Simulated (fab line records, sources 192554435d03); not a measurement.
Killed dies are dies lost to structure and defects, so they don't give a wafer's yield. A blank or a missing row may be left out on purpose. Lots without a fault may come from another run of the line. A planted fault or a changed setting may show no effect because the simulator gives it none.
Split-lot experiment | flow n5_finfet | 7 lots, 39 wafers read, on a route of 1938 steps

THE SPLIT
At N5_BEOL_M6_ETCH_66 (etches SOC in N2/H2, target depth 80 nm, overetch 16 nm, time 120 s), the setting target_depth_a was moved away from the recipe's 800 angstrom on 18 of the 39 wafers read, by -53.3% to +54.4%. The other wafers ran this setting at the recipe's value.

FROM THE SPLIT TO THE READING: what the file shows between them, 2 steps
- N5_BEOL_M6_STRIP_69: strips in N2/H2
- N5_BEOL_M6_STRIP_73: strips in N2/H2

THE READING
BEOL_M6.cd_nm (the simulator's own value, which no gauge read), in nm, at N5_BEOL_M6_VIA_ETCH_34 (etches SiCOH lowk in C4F6/O2, target depth 126.3 nm, time 50.9 s). The file gives no usual value for it. The 21 wafers here that ran the recipe average 40.0 nm, standard deviation 0.34 nm.

wafer  | tool, chamber at the split | target_depth_a as run, angstrom | against the recipe | BEOL_M6.cd_nm, nm | against lot-mates on the recipe
L074.1 | rie_diel-01, 2             | 1192                            | +49.0%             | 41.2              | +1.2
L074.2 | rie_diel-01, 1             | 1192                            | +49.0%             | 40.8              | +0.8
L074.3 | rie_diel-01, 0             | 1192                            | +49.0%             | 41                | +1.0
L074.4 | rie_diel-01, 3,1           | 800                             | recipe             | 39.8              | -
L074.5 | rie_diel-01, 2             | 800                             | recipe             | 40.2              | -
L074.6 | rie_diel-01, 3,1           | 800                             | recipe             | 40                | -
L079.3 | rie_diel-02, 1             | 800                             | recipe             | 40.2              | -
L079.5 | rie_diel-02, 0             | 800                             | recipe             | 40                | -
L079.6 | rie_diel-02, 3             | 800                             | recipe             | 40.8              | -
L082.1 | rie_diel-04, 1             | 1235                            | +54.4%             | 41                | +1.3
L082.2 | rie_diel-04, 3             | 800                             | recipe             | 39.6              | -
L082.3 | rie_diel-04, 0             | 800                             | recipe             | 39.6              | -
L082.4 | rie_diel-04, 2             | 1235                            | +54.4%             | 41.4              | +1.7
L082.5 | rie_diel-04, 2             | 800                             | recipe             | 39.8              | -
L082.6 | rie_diel-04, 1             | 1235                            | +54.4%             | 41.2              | +1.5
L084.1 | rie_diel-04, 1             | 1059                            | +32.4%             | 40.6              | +1.0
L084.6 | rie_diel-04, 1             | 1059                            | +32.4%             | 40.6              | +1.0
L084.2 | rie_diel-04, 2             | 1059                            | +32.4%             | 41                | +1.4
L084.3 | rie_diel-04, 3             | 800                             | recipe             | 39.6              | -
L084.4 | rie_diel-04, 0             | 800                             | recipe             | 39.6              | -
L084.5 | rie_diel-04, 0             | 800                             | recipe             | 39.6              | -
L085.1 | rie_diel-02, 2             | 373.8                           | -53.3%             | 39                | -1.2
L085.5 | rie_diel-02, 1             | 373.8                           | -53.3%             | 39                | -1.2
L085.6 | rie_diel-02, 0             | 373.8                           | -53.3%             | 39                | -1.2
L085.2 | rie_diel-02, 1             | 800                             | recipe             | 40                | -
L085.3 | rie_diel-02, 0             | 800                             | recipe             | 40.2              | -
L085.4 | rie_diel-02, 3             | 800                             | recipe             | 40.4              | -
L089.1 | rie_diel-01, 3             | 932.8                           | +16.6%             | 40                | -0.1
L089.2 | rie_diel-01, 0             | 932.8                           | +16.6%             | 40.2              | +0.1
L089.3 | rie_diel-01, 2             | 932.8                           | +16.6%             | 40.8              | +0.7
L089.4 | rie_diel-01, 1             | 800                             | recipe             | 39.8              | -
L089.6 | rie_diel-01, 1             | 800                             | recipe             | 39.8              | -
L089.5 | rie_diel-01, 2             | 800                             | recipe             | 40.6              | -
L094.1 | rie_diel-01, 2             | 800                             | recipe             | 40.2              | -
L094.2 | rie_diel-01, 1             | 800                             | recipe             | 40                | -
L094.3 | rie_diel-01, 0             | 422.8                           | -47.2%             | 39.4              | -0.5
L094.4 | rie_diel-01, 3             | 800                             | recipe             | 39.6              | -
L094.5 | rie_diel-01, 2             | 422.8                           | -47.2%             | 39.6              | -0.3
L094.6 | rie_diel-01, 1             | 422.8                           | -47.2%             | 39.2              | -0.7
Where a row lists several chambers, the file gives one row for several wafers and doesn't say which wafer went through which chamber.

THE FIT
A straight line over all 39 wafers: BEOL_M6.cd_nm changes by +0.019 nm for each +1% of target_depth_a; r = +0.88; the points scatter about the line by 0.31 nm.
The same after taking each lot's own level away (the mean of its wafers on the recipe; 39 wafers): +0.022 nm for each +1%; r = +0.91; scatter 0.3 nm.
On that fit, the largest move of target_depth_a shifts the reading by 1.2 nm.
The lots' own levels span 39.60 to 40.33 nm, that is 2.2 times the standard deviation above.
So the lot-to-lot level changes the slope: the two fits differ.
Check: with one of the wafers moved furthest among these (+54.4%) left out of the fit, the line predicts +1.27 nm for it against its lot-mates. It came out at +1.33 nm against them.

OTHER SPLITS ON THESE WAFERS
These wafers also went through other splits before the reading. Each is held against what the fit with the lots' levels taken away leaves over:
other split on the same wafers | wafers away from the commonest value | r with BEOL_M6.cd_nm (lot level and that fit taken away)
N5_BEOL_M4_ETCH_70 time_s      | 15                                   | -0.02

THE WHOLE CHAIN: every reading that the file lists as answering this split, in the file's order
step                   | what it does                                                        | reading                                                                          | change (the file's fit)                | r (the file's)
N5_BEOL_M6_ETCH_66     | etches SOC in N2/H2, target depth 80 nm, overetch 16 nm, time 120 s | SiARC_of_BEOL_M6_COAT_64.thk_nm (the simulator's own value, which no gauge read) | -0.0459 nm for each +1% of the setting | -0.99
N5_BEOL_M6_ETCH_66     | etches SOC in N2/H2, target depth 80 nm, overetch 16 nm, time 120 s | BEOL_M6.cd_nm (the simulator's own value, which no gauge read)                   | +0.0228 nm for each +1% of the setting | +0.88
N5_BEOL_M6_VIA_ETCH_34 | etches SiCOH lowk in C4F6/O2, target depth 126.3 nm, time 50.9 s    | BEOL_M6.cd_nm (the simulator's own value, which no gauge read)                   | +0.0224 nm for each +1% of the setting | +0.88

THE FILE'S OWN FIT
BEOL_M6.cd_nm changes by +0.0224 nm for each +1% of target_depth_a, r = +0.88.
